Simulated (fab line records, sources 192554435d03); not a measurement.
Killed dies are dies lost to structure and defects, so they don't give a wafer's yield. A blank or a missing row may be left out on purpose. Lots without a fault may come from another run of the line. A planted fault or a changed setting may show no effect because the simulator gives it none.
Chamber matching | flow n5_finfet | N5_HKMG_FIN_ETCH_55 on rie_diel-05: 4 sister chambers
The step etches SOC in N2/H2, target depth 240 nm, time 300 s. 8 wafers are shown with their chamber, then 7 later ones without.

WAFERS WITH THEIR CHAMBER
wafer  | chamber | showerhead_plenum_p_Torr (Torr) | throttle_valve_pct (%)
L079.5 | 3       | 2.73                            | 17.69
L080.4 | 3       | 2.73                            | 17.69
L081.4 | 0       | 2.50                            | 17.71
L083.1 | 2       | 2.64                            | 18.27
L083.3 | 0       | 2.50                            | 17.73
L083.5 | 1       | 2.49                            | 17.82
L090.1 | 2       | 2.64                            | 18.31
L090.3 | 1       | 2.48                            | 17.85

WAFERS WITHOUT THEIR CHAMBER
wafer  | showerhead_plenum_p_Torr (Torr) | throttle_valve_pct (%)
L090.5 | 2.72                            | 17.72
L093.2 | 2.49                            | 17.75
L093.4 | 2.63                            | 18.30
L093.6 | 2.49                            | 17.76
L095.1 | 2.71                            | 17.74
L095.3 | 2.48                            | 17.86
L095.6 | 2.49                            | 17.78

WHICH CHAMBER EACH WENT THROUGH
wafer  | from the rows above     | in truth
L090.5 | 3                       | 3
L093.2 | can't be placed: 0 or 1 | 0
L093.4 | 2                       | 2
L093.6 | can't be placed: 0 or 1 | 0
L095.1 | 3                       | 3
L095.3 | 1                       | 1
L095.6 | can't be placed: 1 or 0 | 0
Placed correctly: 4 of 7. Can't be placed from these rows: 3 (the true chamber is among the candidates in 3). Placed wrongly: 0.
How it was worked out, from the rows above alone: a wafer's distance from a chamber is the root of the sum, over the readings, of the square of ((its reading less the chamber's mean) divided by the reading's scatter). The wafer belongs to the nearest chamber; if the next one is less than 2 further off, it can't be placed. A chamber's mean is the mean of its shown wafers. The scatter: the root of (the sum of the squares of (reading less its chamber's mean) over the shown wafers, divided by (wafers less chambers)).
